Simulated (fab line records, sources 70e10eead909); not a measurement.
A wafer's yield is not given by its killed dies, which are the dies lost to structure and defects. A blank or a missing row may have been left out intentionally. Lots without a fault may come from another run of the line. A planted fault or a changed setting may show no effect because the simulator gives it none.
Chamber matching || flow nand harc || NHARC_P_ZERO_WELL_DESCUM_26 on rie diel-09: 4 sister chambers
The step chemistry O2, time 3 s. 14 wafers are shown with their chamber, then 7 later ones without.

## WAFERS PAIRED WITH THEIR CHAMBERS
{"wafer": "L809.1", "chamber": 1, "drypump motor current A (A)": 6.1, "oes product au (a.u.)": 0.989, "throttle valve pct (%)": 11.315}
{"wafer": "L809.3", "chamber": 0, "drypump motor current A (A)": 6.0, "oes product au (a.u.)": 0.989, "throttle valve pct (%)": 11.329}
{"wafer": "L809.6", "chamber": 2, "drypump motor current A (A)": 6.3, "oes product au (a.u.)": 1.004, "throttle valve pct (%)": 11.303}
{"wafer": "L810.2", "chamber": 1, "drypump motor current A (A)": 6.1, "oes product au (a.u.)": 0.991, "throttle valve pct (%)": 11.305}
{"wafer": "L810.3", "chamber": 3, "drypump motor current A (A)": 6.2, "oes product au (a.u.)": 0.995, "throttle valve pct (%)": 11.320}
{"wafer": "L810.5", "chamber": 1, "drypump motor current A (A)": 6.1, "oes product au (a.u.)": 0.985, "throttle valve pct (%)": 11.311}
{"wafer": "L812.3", "chamber": 0, "drypump motor current A (A)": 6.1, "oes product au (a.u.)": 0.998, "throttle valve pct (%)": 11.313}
{"wafer": "L812.5", "chamber": 3, "drypump motor current A (A)": 6.2, "oes product au (a.u.)": 0.989, "throttle valve pct (%)": 11.322}
{"wafer": "L812.6", "chamber": 2, "drypump motor current A (A)": 6.3, "oes product au (a.u.)": 1.006, "throttle valve pct (%)": 11.313}
{"wafer": "L817.2", "chamber": 0, "drypump motor current A (A)": 6.1, "oes product au (a.u.)": 0.986, "throttle valve pct (%)": 11.313}
{"wafer": "L817.3", "chamber": 1, "drypump motor current A (A)": 6.1, "oes product au (a.u.)": 0.984, "throttle valve pct (%)": 11.313}
{"wafer": "L817.4", "chamber": 3, "drypump motor current A (A)": 6.2, "oes product au (a.u.)": 0.986, "throttle valve pct (%)": 11.303}
{"wafer": "L820.1", "chamber": 1, "drypump motor current A (A)": 6.1, "oes product au (a.u.)": 1.008, "throttle valve pct (%)": 11.302}
{"wafer": "L820.3", "chamber": 3, "drypump motor current A (A)": 6.2, "oes product au (a.u.)": 0.998, "throttle valve pct (%)": 11.307}

SIGNATURES (means of the wafers above)
{"reading": "drypump motor current A", "chamber 0": 6.067, "chamber 1": 6.100, "chamber 2": 6.300, "chamber 3": 6.200, "scatter within a chamber": 0.0258}
{"reading": "oes product au", "chamber 0": 0.99100, "chamber 1": 0.99140, "chamber 2": 1.00500, "chamber 3": 0.99200, "scatter within a chamber": 0.0074}
{"reading": "throttle valve pct", "chamber 0": 11.31833, "chamber 1": 11.30920, "chamber 2": 11.30800, "chamber 3": 11.31300, "scatter within a chamber": 0.00779}
Rule: a wafer's distance from a chamber is the root of the sum, over the readings, of the square of ((its reading less the chamber's mean) divided by the reading's scatter). The wafer belongs to the nearest chamber; if the next one is less than 2 further off, it can't be placed. How the scatter is found: for the shown wafers, subtract from each reading the mean of its chamber, square and add these, divide the total by (wafers less chambers), then take the root.

## WAFERS WITHOUT THEIR CHAMBER
{"wafer": "L820.5", "drypump motor current A (A)": 6.2, "oes product au (a.u.)": 0.998, "throttle valve pct (%)": 11.319}
{"wafer": "L821.2", "drypump motor current A (A)": 6.1, "oes product au (a.u.)": 0.992, "throttle valve pct (%)": 11.298}
{"wafer": "L821.3", "drypump motor current A (A)": 6.2, "oes product au (a.u.)": 1.002, "throttle valve pct (%)": 11.303}
{"wafer": "L821.5", "drypump motor current A (A)": 6.2, "oes product au (a.u.)": 1.004, "throttle valve pct (%)": 11.312}
{"wafer": "L823.3", "drypump motor current A (A)": 6.1, "oes product au (a.u.)": 0.997, "throttle valve pct (%)": 11.328}
{"wafer": "L823.4", "drypump motor current A (A)": 6.3, "oes product au (a.u.)": 1.009, "throttle valve pct (%)": 11.320}
{"wafer": "L823.5", "drypump motor current A (A)": 6.1, "oes product au (a.u.)": 0.985, "throttle valve pct (%)": 11.318}

## THE CHAMBER EACH PASSED THROUGH
{"wafer": "L820.5", "from the rows above": 3, "in truth": 3}
{"wafer": "L821.2", "from the rows above": "can't be placed: 1 or 0", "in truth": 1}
{"wafer": "L821.3", "from the rows above": 3, "in truth": 3}
{"wafer": "L821.5", "from the rows above": 3, "in truth": 3}
{"wafer": "L823.3", "from the rows above": "can't be placed: 0 or 1", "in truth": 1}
{"wafer": "L823.4", "from the rows above": 2, "in truth": 2}
{"wafer": "L823.5", "from the rows above": "can't be placed: 1 or 0", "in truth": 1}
Placed correctly: 4 of 7. Cannot be placed on the basis of these rows: 3; the candidates contain the true chamber in 3. Number placed wrongly: 0.
